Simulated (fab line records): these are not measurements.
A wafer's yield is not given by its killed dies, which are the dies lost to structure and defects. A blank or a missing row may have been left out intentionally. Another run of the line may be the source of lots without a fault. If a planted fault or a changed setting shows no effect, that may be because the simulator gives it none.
Chamber matching | flow n5Finfet | N5_BEOL_M3_ETCH_70 on rieDiel-03 has 4 sister chambers
The step etches SOC in N2/H2, target depth 80 nm, overetch 16 nm, time 120 s. 18 wafers are shown with their chamber, then 9 later ones without.

== EACH WAFER AND ITS CHAMBER ==
wafer  | chamber | showerheadPlenumPTorr (Torr) | drypumpMotorCurrentA (A) | oesProductAu (a.u.)
L074.2 | 2       | 2.48                         | 5.3                      | 0.67
L074.3 | 1       | 2.72                         | 5.0                      | 0.70
L074.4 | 0       | 2.63                         | 5.9                      | 0.54
L075.4 | 1       | 2.72                         | 5.0                      | 0.70
L075.5 | 0       | 2.63                         | 5.9                      | 0.54
L075.6 | 3       | 2.40                         | 6.4                      | 0.55
L077.3 | 3       | 2.40                         | 6.5                      | 0.54
L077.5 | 0       | 2.63                         | 5.9                      | 0.54
L077.6 | 1       | 2.72                         | 5.0                      | 0.70
L079.1 | 2       | 2.48                         | 5.2                      | 0.66
L079.2 | 3       | 2.40                         | 6.5                      | 0.54
L079.6 | 1       | 2.72                         | 5.0                      | 0.68
L086.2 | 1       | 2.71                         | 5.0                      | 0.66
L086.3 | 2       | 2.47                         | 5.3                      | 0.64
L086.6 | 1       | 2.71                         | 5.0                      | 0.66
L087.3 | 3       | 2.39                         | 6.5                      | 0.53
L087.5 | 1       | 2.71                         | 5.0                      | 0.66
L087.6 | 3       | 2.39                         | 6.5                      | 0.53

SIGNATURES (means of the wafers above)
reading               | chamber 0 | chamber 1 | chamber 2 | chamber 3 | scatter within a chamber
showerheadPlenumPTorr | 2.6300    | 2.7157    | 2.4767    | 2.3960    | 0.00506
drypumpMotorCurrentA  | 5.900     | 5.000     | 5.267     | 6.480     | 0.0324
oesProductAu          | 0.5400    | 0.6800    | 0.6567    | 0.5380    | 0.015
Rule: for a wafer and a chamber, the distance is found by dividing, reading by reading, the gap between the wafer's reading and the chamber's mean by the reading's scatter, squaring, summing and taking the root. If the next closest chamber is less than 2 further off than the closest, the wafer can't be placed; otherwise it belongs to the closest. The scatter: the root of (the sum of the squares of (reading less its chamber's mean) over the shown wafers, divided by (wafers less chambers)).

== WAFERS WITHOUT THEIR CHAMBER ==
wafer  | showerheadPlenumPTorr (Torr) | drypumpMotorCurrentA (A) | oesProductAu (a.u.)
L092.1 | 2.46                         | 5.3                      | 0.62
L092.2 | 2.70                         | 5.0                      | 0.64
L092.4 | 2.70                         | 5.0                      | 0.64
L095.2 | 2.46                         | 5.3                      | 0.63
L095.5 | 2.70                         | 5.0                      | 0.64
L095.6 | 2.46                         | 5.3                      | 0.62
L096.4 | 2.71                         | 6.5                      | 0.76
L096.5 | 2.46                         | 5.3                      | 0.62
L096.6 | 2.70                         | 5.1                      | 0.63

== CHAMBER TAKEN BY EACH ==
wafer  | from the rows above | in truth
L092.1 | 2                   | 2
L092.2 | 1                   | 1
L092.4 | 1                   | 1
L095.2 | 2                   | 2
L095.5 | 1                   | 1
L095.6 | 2                   | 2
L096.4 | 0                   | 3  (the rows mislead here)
L096.5 | 2                   | 2
L096.6 | 1                   | 1
8 of 9 placed correctly. From these rows, 0 cannot be placed. Number placed wrongly: 1.
